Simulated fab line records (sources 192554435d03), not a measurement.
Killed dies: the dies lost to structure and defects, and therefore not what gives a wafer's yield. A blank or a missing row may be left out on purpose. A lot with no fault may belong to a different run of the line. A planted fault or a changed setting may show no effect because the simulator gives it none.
fab line records | flow n5Finfet
[record] lots = 6 | wafers = 18 | lastDay = 18
route steps=1938 shown BEOL_M15@1811 PASSIVATION@1936
lots that met no fault: taken from a fault-free run of the same line
startH: the number of hours between the record's first day and the start of the first shown wafer of the lot | waitH: hours from the lot's prior step to this one | " as in the row above | L1.1+2: several wafers, shown together as one row | - value missing, or start not given | * or withheld: withheld | < > ~ a bound
route shown NAME@n: names a module that has steps shown in the file, with the first one's number in the route | usual: the fault-free wafers' mean and standard deviation | same: alike in all rows | chamber/n: place in a boat | sites: each site's reading | _std_site: their standard deviation | _edge_site: inner sites' mean taken away from outer sites' mean | radiusMm: for every site, how far away it sits from the centre of the wafer | mask NAME#n: copy n | behind: the tool/chamber that last shaped the wafer | hold: why the lot was held/for how many hours/how that ended | device: which transistor (n, p or np) failed to switch | end of line: the tests these same wafers got at the end of their route | a step given without rows: its recipe and nothing more | killed: count of dies lost to structure and defects at first sort (not the wafer's yield) | map: per-die view of a wafer (x killed, . not killed, _ where there is no die)
set.NAME: the setting as run; set.NAME@STEP: as run at that earlier step | model.NAME: the simulator's own value behind a step, which no gauge read
lots at selected steps of the route; one table per step, one row per wafer
services: when a tool's chamber went out of use (startH, in hours from the record's first day, below 0 if earlier), for how many hours, and the reason
[[steps]]
[step N5_BEOL_M15_STRIP_36]
[recipe] chemistry = O2 | powerW = 600 | tempC = 60 | pressureMtorr = 30 | rfFrequencyHz = 6e+07 | biasPowerW = 0 | overashFraction = 0.3 | o2FlowSccm = 225
[usual] chamberPressureMTorr = 30.00/0.055 | drypumpMotorCurrentA = 5.8/0.35 | oesProductAu = 0.81/0.089 | rfVppV = 3.6/1 | showerheadPlenumPTorr = 2.10/0.078 | throttleValvePct = 16.65/0.26
[same] biasPowerW = 0 | overashFraction = 0.3
lot.wafer | tool       | chamber | startH | waitH | chamberPressureMTorr | drypumpMotorCurrentA | oesProductAu | rfHoursCounterH | rfVppV | showerheadPlenumPTorr | throttleValvePct
L622.2    | rieDiel-04 | 3       | 298.18 | 0.7   | 29.92                | 5.7                  | 0.82         | 95              | 5.4    | 2.21                  | 16.55
L622.4    | "          | 0       | "      | "     | 29.97                | 5.7                  | 0.82         | 67              | 3.5    | 2.04                  | 16.29
L622.6    | "          | 3       | "      | "     | 29.96                | 5.7                  | 0.83         | -               | 4.5    | 2.21                  | 16.55
L627.1    | rieDiel-06 | 2       | 323.06 | 0.9   | 29.85                | 5.5                  | 0.72         | 198             | 3.1    | 1.99                  | 16.98
L627.2    | "          | 1       | "      | "     | 29.95                | 5.9                  | 0.72         | 189             | 3.8    | 1.99                  | 16.85
L627.3    | "          | 3       | "      | "     | 29.95                | 6.4                  | 0.67         | 246             | 4.1    | 1.99                  | 16.61
L628.1    | rieDiel-03 | 2       | 352.61 | 0.3   | 30.06                | 5.2                  | 0.84         | 68              | 3.5    | 2.13                  | 16.71
L628.2    | "          | 3       | "      | "     | 30.04                | 6.6                  | 0.75         | 142             | 3.6    | 2.02                  | 16.84
L628.3    | "          | 0       | "      | "     | 30.13                | 5.5                  | 0.89         | 38              | 2.9    | 2.15                  | 16.31
L633.2    | rieDiel-04 | 0       | 353.77 | 1.0   | 29.90                | 5.7                  | 0.80         | 85              | 4.6    | 2.04                  | 16.29
L633.5    | "          | 0       | "      | "     | 30.02                | 5.8                  | 0.82         | -               | 5.0    | 2.04                  | 16.32
L633.6    | "          | 1       | "      | "     | 29.97                | 5.6                  | 0.68         | -               | 3.7    | 2.17                  | 16.92
L634.1    | rieDiel-04 | 3       | 360.66 | 4.6   | 30.05                | 5.7                  | 0.79         | 114             | 3.7    | 2.20                  | 16.62
L634.4    | "          | 1       | "      | "     | 29.93                | 5.6                  | 0.70         | 221             | 4.0    | 2.17                  | 16.93
L634.5    | "          | 2       | "      | "     | 30.01                | 6.0                  | 0.87         | -               | 3.7    | 2.14                  | 16.65
L639.1    | rieDiel-06 | 1       | 410.24 | 1.7   | 29.91                | 5.9                  | 0.69         | 221             | 3.9    | 1.98                  | 16.94
L639.4    | "          | 2       | "      | "     | 30.07                | 5.4                  | 0.69         | 231             | 3.9    | 1.98                  | 16.97
L639.6    | "          | 0       | "      | "     | 30.08                | 5.5                  | 0.89         | -               | 2.9    | 2.14                  | 16.82
[step N5_BEOL_M15_STRIP_62]
[recipe] chemistry = O2 | powerW = 600 | tempC = 60 | pressureMtorr = 30 | rfFrequencyHz = 6e+07 | biasPowerW = 0 | overashFraction = 0.3 | o2FlowSccm = 225
[usual] chamberPressureMTorr = 29.998/0.025 | drypumpMotorCurrentA = 5.8/0.35 | oesProductAu = 0.81/0.09 | rfVppV = 3.6/0.51 | showerheadPlenumPTorr = 2.10/0.078 | throttleValvePct = 16.65/0.26
[same] biasPowerW = 0 | overashFraction = 0.3
lot.wafer | tool       | chamber | startH | waitH | chamberPressureMTorr | drypumpMotorCurrentA | oesProductAu | rfHoursCounterH | rfVppV | showerheadPlenumPTorr | throttleValvePct
L622.2    | rieDiel-04 | 3       | -      | -     | 29.998               | 5.7                  | 0.82         | 95              | 3.4    | 2.21                  | 16.57
L622.4    | "          | 0       | "      | "     | 29.965               | 5.7                  | 0.84         | 67              | 2.6    | 2.04                  | 16.27
L622.6    | "          | 3       | "      | "     | 30.009               | 5.7                  | 0.81         | -               | 4.0    | 2.21                  | 16.58
L627.1    | rieDiel-06 | 2       | -      | -     | 30.001               | 5.4                  | 0.72         | 198             | 3.5    | 1.99                  | 16.94
L627.2    | "          | 1       | "      | "     | 29.954               | 5.9                  | 0.72         | 189             | 3.1    | 1.99                  | 16.90
L627.3    | "          | 3       | "      | "     | 30.037               | 6.4                  | 0.68         | 246             | 3.2    | 1.99                  | 16.59
L628.1    | rieDiel-03 | 2       | -      | -     | 29.945               | 5.2                  | 0.85         | 68              | 4.0    | 2.13                  | 16.67
L628.2    | "          | 3       | "      | "     | 30.017               | 6.6                  | 0.76         | 142             | 4.3    | 2.02                  | 16.84
L628.3    | "          | 0       | "      | "     | 29.972               | 5.6                  | 0.88         | 38              | 3.6    | 2.15                  | 16.30
L633.2    | rieDiel-04 | 0       | -      | -     | 30.053               | 5.8                  | 0.81         | 85              | 3.6    | 2.04                  | 16.32
L633.5    | "          | 0       | "      | "     | 29.999               | 5.7                  | 0.81         | -               | 4.1    | 2.04                  | 16.31
L633.6    | "          | 1       | "      | "     | 29.967               | 5.6                  | 0.70         | -               | 2.8    | 2.17                  | 16.92
L634.1    | rieDiel-04 | 3       | -      | -     | 30.040               | 5.7                  | 0.79         | 114             | 3.3    | 2.20                  | 16.61
L634.4    | "          | 1       | "      | "     | 29.977               | 5.7                  | 0.68         | 221             | 3.3    | 2.17                  | 16.92
L634.5    | "          | 2       | "      | "     | 29.981               | 6.1                  | 0.86         | -               | 3.9    | 2.14                  | 16.66
L639.1    | rieDiel-06 | 1       | -      | -     | 30.008               | 5.9                  | 0.69         | 221             | 3.5    | 1.98                  | 16.94
L639.4    | "          | 2       | "      | "     | 29.979               | 5.4                  | 0.69         | 231             | 3.1    | 1.98                  | 16.99
L639.6    | "          | 0       | "      | "     | 29.957               | 5.5                  | 0.88         | -               | 3.8    | 2.14                  | 16.80
[step N5_BEOL_M15_STRIP_37]
[recipe] chemistry = O2 | powerW = 600 | tempC = 60 | pressureMtorr = 30 | rfFrequencyHz = 6e+07 | biasPowerW = 0 | overashFraction = 0.3 | o2FlowSccm = 225
[step N5_BEOL_M15_ETCH_38]
[recipe] chemistry = CF4/N2 | target = SiCN | targetDepthA = 1064 | taperDeg = 2 | timeS = 120.5 | ionEnergyEv = 150 | maskMaterial = SiO2 | pressureMtorr = 40 | sourceW = 430 | biasW = 70 | Ar_flow_sccm = 100 | cf4FlowSccm = 60 | n2FlowSccm = 60
[usual] chamberPressureMTorr = 40.00/0.037 | drypumpMotorCurrentA = 5.8/0.35 | mfcArSccm = 100.0/0.35 | oesProductAu = 0.81/0.089 | rfVppV = 382.3/2.1 | showerheadPlenumPTorr = 2.21/0.075 | throttleValvePct = 15.40/0.28
lot.wafer | tool       | chamber | startH | waitH | chamberPressureMTorr | drypumpMotorCurrentA | mfcArSccm | oesProductAu | rfHoursCounterH | rfVppV | showerheadPlenumPTorr | throttleValvePct
L622.2    | rieDiel-04 | 3       | -      | -     | 39.95                | 5.7                  | 99.8      | 0.82         | 95              | 384.9  | 2.31                  | 15.32
L622.4    | "          | 0       | "      | "     | 39.97                | 5.8                  | 100.4     | 0.84         | 67              | 381.0  | 2.16                  | 15.08
L622.6    | "          | 3       | "      | "     | 40.02                | 5.7                  | 99.4      | 0.81         | -               | 384.0  | 2.31                  | 15.32
L627.1    | rieDiel-06 | 2       | -      | -     | 40.09                | 5.5                  | 100.6     | 0.71         | 198             | 379.0  | 2.11                  | 15.78
L627.2    | "          | 1       | "      | "     | 40.08                | 5.9                  | 100.6     | 0.72         | 189             | 379.9  | 2.11                  | 15.70
L627.3    | "          | 3       | "      | "     | 39.95                | 6.3                  | 100.0     | 0.68         | 246             | 380.7  | 2.09                  | 15.34
L628.1    | rieDiel-03 | 2       | -      | -     | 40.05                | 5.2                  | 99.0      | 0.84         | 68              | 383.2  | 2.23                  | 15.37
L628.2    | "          | 3       | "      | "     | 39.94                | 6.6                  | 99.3      | 0.76         | 142             | 380.2  | 2.12                  | 15.55
L628.3    | "          | 0       | "      | "     | 40.00                | 5.5                  | 99.5      | 0.88         | 38              | 383.9  | 2.25                  | 15.04
L633.2    | rieDiel-04 | 0       | -      | -     | 40.05                | 5.8                  | 99.9      | 0.82         | 85              | 380.7  | 2.15                  | 15.14
L633.5    | "          | 0       | "      | "     | 40.01                | 5.7                  | 99.5      | 0.82         | -               | 380.4  | 2.15                  | 15.13
L633.6    | "          | 1       | "      | "     | 40.02                | 5.7                  | 100.1     | 0.69         | -               | 383.4  | 2.28                  | 15.69
L634.1    | rieDiel-04 | 3       | -      | -     | 40.02                | 5.7                  | 100.3     | 0.79         | 115             | 383.8  | 2.31                  | 15.36
L634.4    | "          | 1       | "      | "     | 39.96                | 5.6                  | 100.3     | 0.70         | 221             | 383.1  | 2.27                  | 15.69
L634.5    | "          | 2       | "      | "     | 39.98                | 6.1                  | 100.0     | 0.87         | -               | 382.6  | 2.24                  | 15.35
L639.1    | rieDiel-06 | 1       | -      | -     | 40.01                | 5.9                  | 100.0     | 0.69         | 221             | 379.6  | 2.10                  | 15.77
L639.4    | "          | 2       | "      | "     | 40.00                | 5.5                  | 100.1     | 0.68         | 231             | 379.0  | 2.10                  | 15.83
L639.6    | "          | 0       | "      | "     | 40.00                | 5.5                  | 99.9      | 0.89         | -               | 385.1  | 2.26                  | 15.58
[step N5_BEOL_M15_PRECLEAN_39]
[recipe] chemistry = residueRemover | timeS = 60 | tempC = 40
[step N5_BEOL_M15_SRD_40]
[recipe] timeS = 30 | tempC = 23 | rinseLiquid = diw | dry = n2Spin | spinRpm = 1500 | dryTimeS = 30
[step N5_BEOL_M15_DEGAS_41]
[recipe] ambient = vacuum | tempC = 300 | timeS = 60
[step N5_BEOL_M15_PRE_CLEAN_42]
[recipe] gas = H2/He | timeS = 30 | tempC = 300
[step N5_BEOL_M15_SPUTTER_43]
[recipe] material = TaN | targetThkA = 150 | tempC = 50 | biasV = 168.6 | powerW = 15000 | chamberPressurePa = 0.12 | timeS = 24.19
[usual] throttleValvePct = 30.4/1.1
lot.wafer | tool          | chamber | startH | waitH | throttleValvePct
L622.2    | pvdSputter-02 | -       | 299.23 | 0.0   | 30.1
L622.4    | "             | -       | "      | "     | 32.2
L622.6    | "             | -       | "      | "     | 32.1
L627.1    | pvdSputter-01 | -       | 323.56 | 0.0   | 29.3
L627.2    | "             | -       | "      | "     | 29.9
L627.3    | "             | -       | "      | "     | 31.9
L628.1    | pvdSputter-01 | -       | 353.49 | 0.0   | 29.7
L628.2    | "             | -       | "      | "     | 29.4
L628.3    | "             | -       | "      | "     | 31.5
L633.2    | pvdSputter-01 | -       | 354.69 | 0.0   | 31.8
L633.5    | "             | -       | "      | "     | 31.8
L633.6    | "             | -       | "      | "     | 29.4
L634.1    | pvdSputter-01 | -       | 361.35 | 0.0   | 31.5
L634.4    | "             | -       | "      | "     | 29.9
L634.5    | "             | -       | "      | "     | 29.7
L639.1    | pvdSputter-03 | -       | 412.90 | 0.0   | 29.7
L639.4    | "             | -       | "      | "     | 31.5
L639.6    | "             | -       | "      | "     | 31.5
[step N5_BEOL_M15_SPUTTER_44]
[recipe] material = Ta | targetThkA = 150 | tempC = 50 | biasV = 80 | powerW = 15000 | chamberPressurePa = 0.07 | timeS = 24.19
[usual] throttleValvePct = 30.4/1.1
lot.wafer | tool          | chamber | startH | waitH | throttleValvePct
L622.2    | pvdSputter-02 | -       | 299.31 | 0.0   | 30.3
L622.4    | "             | -       | "      | "     | 31.9
L622.6    | "             | -       | "      | "     | 31.8
L627.1    | pvdSputter-01 | -       | 323.64 | 0.0   | 29.3
L627.2    | "             | -       | "      | "     | 29.9
L627.3    | "             | -       | "      | "     | 31.5
L628.1    | pvdSputter-01 | -       | 353.57 | 0.0   | 29.8
L628.2    | "             | -       | "      | "     | 29.5
L628.3    | "             | -       | "      | "     | 31.6
L633.2    | pvdSputter-01 | -       | 354.77 | 0.0   | 31.8
L633.5    | "             | -       | "      | "     | 31.7
L633.6    | "             | -       | "      | "     | 29.3
L634.1    | pvdSputter-01 | -       | 361.43 | 0.0   | 31.9
L634.4    | "             | -       | "      | "     | 29.7
L634.5    | "             | -       | "      | "     | 29.8
L639.1    | pvdSputter-03 | -       | 412.98 | 0.0   | 29.5
L639.4    | "             | -       | "      | "     | 31.4
L639.6    | "             | -       | "      | "     | 31.2
[step N5_BEOL_M15_SPUTTER_45]
[recipe] material = Cu | targetThkA = 1000 | tempC = -20 | biasV = 60 | powerW = 26000 | chamberPressurePa = 0.13 | timeS = 16.67
[step N5_BEOL_M15_ECD_47]
[recipe] material = Cu | targetThkA = 18600
[step N5_BEOL_M15_ANNEAL_48]
[recipe] tempC = 225 | timeS = 90 | ambient = N2
[usual] wafer_temp_C_max = 225.95/0.28
lot.wafer | tool         | chamber | startH | waitH | wafer_temp_C_max
L622.2    | rtpAnneal-02 | 0       | 299.79 | 0.2   | 225.56
L622.4    | "            | 0       | "      | "     | 225.64
L622.6    | "            | 0       | "      | "     | 225.69
L627.1    | rtpAnneal-02 | 0       | 324.27 | 0.4   | 225.91
L627.2    | "            | 0       | "      | "     | 225.76
L627.3    | "            | 0       | "      | "     | 225.99
L628.1    | rtpAnneal-02 | 0       | 354.00 | 0.2   | 228.67
L628.2    | "            | 0       | "      | "     | 228.59
L628.3    | "            | 0       | "      | "     | 228.86
L633.2    | rtpAnneal-02 | 0       | 355.27 | 0.2   | 228.98
L633.5    | "            | 0       | "      | "     | 228.93
L633.6    | "            | 0       | "      | "     | 228.71
L634.1    | rtpAnneal-01 | 0       | 361.87 | 0.2   | 226.12
L634.4    | "            | 0       | "      | "     | 226.09
L634.5    | "            | 0       | "      | "     | 226.19
L639.1    | rtpAnneal-01 | 0       | 413.42 | 0.2   | 226.13
L639.4    | "            | 0       | "      | "     | 225.81
L639.6    | "            | 0       | "      | "     | 225.88
[step N5_BEOL_M15_CMP_49]
[recipe] stopOn = SiO2 | tOverpolishS = 4.9 | downForcePsi = 2 | platenRpm = 80 | clearingPlatenDownForcePsi = 2 | clearingPlatenRpm = 80 | postCmpClean = cuAlkaline | targetThkNm = 850 | clearingPlatenPadVelocityMS = 1.5917 | padVelocityMS = 1.5917
[step N5_PASSIVATION_PROBE_49]
[usual] defectLimitedYield = 91.6/1.4 | killed_at_M0_to_M3 = 33/9.7 | killed_at_M4_up = 13/5.4 | killedAtContacts = 13/6.6 | killedAtFrontEnd = 36/11 | killedAtOther = 3.9/3 | killedDies = 99/16 | killedOnRim = 13/3.8 | killedOpen = 66/12 | killedShort = 32/7.9 | sort_bin_5_function = 4.9/0.9 | sort_bin_6_memory = 3.2/0.67 | sortNPass = 1081/16 | sortYieldPct = 91.6/1.4
[same] grossDies = 1180 | killedAtBackSide = 0 | sort_bin_4_leakage[%] = 0 | sort_bin_8_speed[%] = 0
lot.wafer | tool      | chamber | startH | waitH | defectLimitedYield[%] | killed_at_M0_to_M3 | killed_at_M4_up | killedAtContacts | killedAtFrontEnd | killedAtOther | killedDies | killedOnRim | killedOpen | killedShort | sort_bin_5_function[%] | sort_bin_6_memory[%] | sortNPass | sortYieldPct[%]
L622.2    | prober-02 | -       | 313.93 | 0.1   | 94.5                  | 29                 | 8               | 8                | 20               | 0             | 65         | 8           | 46         | 18          | 3.6                    | 1.8                  | 1115      | 94.5
L622.4    | prober-02 | -       | 314.03 | 0.2   | 92.5                  | 25                 | 15              | 12               | 34               | 2             | 88         | 14          | 63         | 25          | 4.8                    | 2.6                  | 1092      | 92.5
L622.6    | prober-02 | -       | 314.13 | 0.3   | 93.1                  | 32                 | 9               | 14               | 25               | 1             | 81         | 12          | 60         | 20          | 4.0                    | 2.5                  | 1099      | 93.1
L628.1    | prober-02 | -       | 370.30 | 0.0   | 92.6                  | 36                 | 13              | 19               | 16               | 3             | 87         | 9           | 55         | 29          | 3.6                    | 3.1                  | 1093      | 92.6
L628.2    | prober-02 | -       | 370.35 | 0.1   | 91.7                  | 35                 | 22              | 9                | 19               | 13            | 98         | 11          | 69         | 27          | 5.2                    | 2.8                  | 1082      | 91.7
L628.3    | prober-02 | -       | 370.40 | 0.1   | 91.5                  | 37                 | 19              | 21               | 22               | 1             | 100        | 15          | 71         | 26          | 6.0                    | 2.4                  | 1080      | 91.5
L633.2    | prober-01 | -       | 370.97 | 0.1   | 92.4                  | 28                 | 16              | 9                | 35               | 2             | 90         | 12          | 67         | 20          | 4.4                    | 3.1                  | 1090      | 92.4
L633.5    | prober-01 | -       | 371.12 | 0.2   | 93.2                  | 27                 | 13              | 1                | 33               | 6             | 80         | 12          | 47         | 33          | 4.1                    | 2.5                  | 1100      | 93.2
L633.6    | prober-01 | -       | 371.17 | 0.3   | 90.3                  | 47                 | 6               | 12               | 42               | 8             | 115        | 21          | 74         | 34          | 5.7                    | 3.5                  | 1065      | 90.3
// killed by level:class
L622.2 BEOL_M2:geometricParticle:open=8 MOL_CONTACT_COAG:geometricParticle:open=6 FIN_SAQP:geometricParticle:open=5 BEOL_M0_SAQP:geometricParticle:short=5 BEOL_M0_SAQP:geometricParticle:open=5 BEOL_M3:geometricParticle:open=5 FIN_SAQP:geometricParticle:short=4 DUMMY_GATE:geometricParticle:open=3
L622.4 MOL_CONTACT_COAG:geometricParticle:open=10 STI_FIN_REVEAL:geometricParticle:open=8 BEOL_M2:geometricParticle:open=7 BEOL_M3:geometricParticle:open=7 STARTING-WAFER:geometricParticle:open=6 BEOL_M4:geometricParticle:open=5 DUMMY_GATE:geometricParticle:open=4 BEOL_M0_SAQP:geometricParticle:short=4
L622.6 MOL_CONTACT_COAG:geometricParticle:open=11 BEOL_M2:geometricParticle:open=11 FIN_SAQP:geometricParticle:open=8 STI_FIN_REVEAL:geometricParticle:open=5 BEOL_M0:geometricParticle:open=5 BEOL_M3:geometricParticle:open=5 BEOL_M0_SAQP:geometricParticle:short=4 SDB:geometricParticle:open=3
L628.1 BEOL_M0_SAQP:geometricParticle:open=16 MOL_CONTACT_COAG:geometricParticle:open=14 BEOL_M0_SAQP:geometricParticle:short=11 STI_FIN_REVEAL:geometricParticle:open=7 MOL_CONTACT_COAG:geometricParticle:short=5 BEOL_M4:geometricParticle:open=4 BEOL_M6:geometricParticle:open=3 STI_FIN_REVEAL:geometricParticle:short=2
L628.2 BEOL_M3:geometricParticle:open=13 MOL_CONTACT_COAG:geometricParticle:open=9 BEOL_M0_SAQP:geometricParticle:short=9 BEOL_M4:geometricParticle:open=6 BEOL_M0_SAQP:geometricParticle:open=5 BEOL_M2:geometricParticle:open=5 BEOL_M8:geometricParticle:open=5 MIM_TOP_ETCH:geometricParticle:open=4
L628.3 MOL_CONTACT_COAG:geometricParticle:open=15 BEOL_M3:geometricParticle:open=10 BEOL_M4:geometricParticle:open=8 BEOL_M0_SAQP:geometricParticle:short=7 BEOL_M2:geometricParticle:open=7 STI_FIN_REVEAL:geometricParticle:open=6 MOL_CONTACT_COAG:geometricParticle:short=6 BEOL_M0_SAQP:geometricParticle:open=5
L633.2 STI_FIN_REVEAL:geometricParticle:open=11 BEOL_M4:geometricParticle:open=9 BEOL_M0:geometricParticle:open=9 MOL_CONTACT_COAG:geometricParticle:open=6 BEOL_M0_SAQP:geometricParticle:open=5 STARTING-WAFER:geometricParticle:open=5 BEOL_M2:geometricParticle:open=4 FIN_SAQP:geometricParticle:open=3
L633.5 GATE_CUT:geometricParticle:short=8 BEOL_M0_SAQP:geometricParticle:short=8 STI_FIN_REVEAL:geometricParticle:open=6 BEOL_M2:geometricParticle:open=6 BEOL_M0_SAQP:geometricParticle:open=5 GATE_CUT:geometricParticle:open=4 STARTING-WAFER:geometricParticle:short=4 ILD0:geometricParticle:short=3
L633.6 STI_FIN_REVEAL:geometricParticle:open=19 BEOL_M0_SAQP:geometricParticle:open=14 BEOL_M0_SAQP:geometricParticle:short=12 MOL_CONTACT_COAG:geometricParticle:open=8 BEOL_M2:geometricParticle:open=7 MIM_TOP:geometricParticle:short=6 GATE_CUT:geometricParticle:short=5 BEOL_M0:geometricParticle:open=5
[[services]]
tool          | chamber | startH | hours | kind
rieDiel-03    | 3       | 274.63 | 5.6   | repair
rieDiel-06    | 0       | 315.95 | -     | clean
rieDiel-06    | 0       | 315.95 | -     | consumableReplace:focusRing
rieDiel-06    | 0       | 315.95 | 21.4  | scheduledDown
rieDiel-06    | 0       | 315.95 | 21.4  | ventCycle
rieDiel-06    | 3       | 337.30 | -     | clean
rieDiel-06    | 3       | 337.30 | -     | consumableReplace:focusRing
rieDiel-06    | 3       | 337.30 | -     | consumableReplace:showerhead
rieDiel-06    | 3       | 337.30 | 35.4  | scheduledDown
rieDiel-06    | 3       | 337.30 | 35.4  | ventCycle
rieDiel-03    | 1       | 347.19 | -     | clean
rieDiel-03    | 1       | 347.19 | -     | consumableReplace:focusRing
rieDiel-03    | 1       | 347.19 | 24.7  | scheduledDown
rieDiel-03    | 1       | 347.19 | 24.7  | ventCycle
pvdSputter-01 | -       | 365.49 | 7.0   | repair
pvdSputter-02 | -       | 366.55 | 13.9  | repair
rieDiel-04    | 1       | 377.88 | 9.9   | repair
rieDiel-04    | -       | 387.36 | 2.8   | pm
rieDiel-03    | 2       | 409.54 | 14.3  | repair
[[key]]
[firstSign] step = N5_BEOL_M15_ANNEAL_48 | reading = wafer_temp_C_max | direction = up | sigmas = 10 | usual = * | struck = *
effect none on later readings
metAt N5_BEOL_M15_ANNEAL_48
struckWafers L628.1,L628.2,L628.3,L633.2,L633.5,L633.6
onsetBetween 324.27 354.00
[fault] kind = processParameterDrift | tool = rtpAnneal-02 | chamber = - | onsetH = 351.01 | steps = N5_BEOL_M15_ANNEAL_48 | channel = tempC | offset = * | shape = step | endH = 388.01 | actsIn = * | stated = *
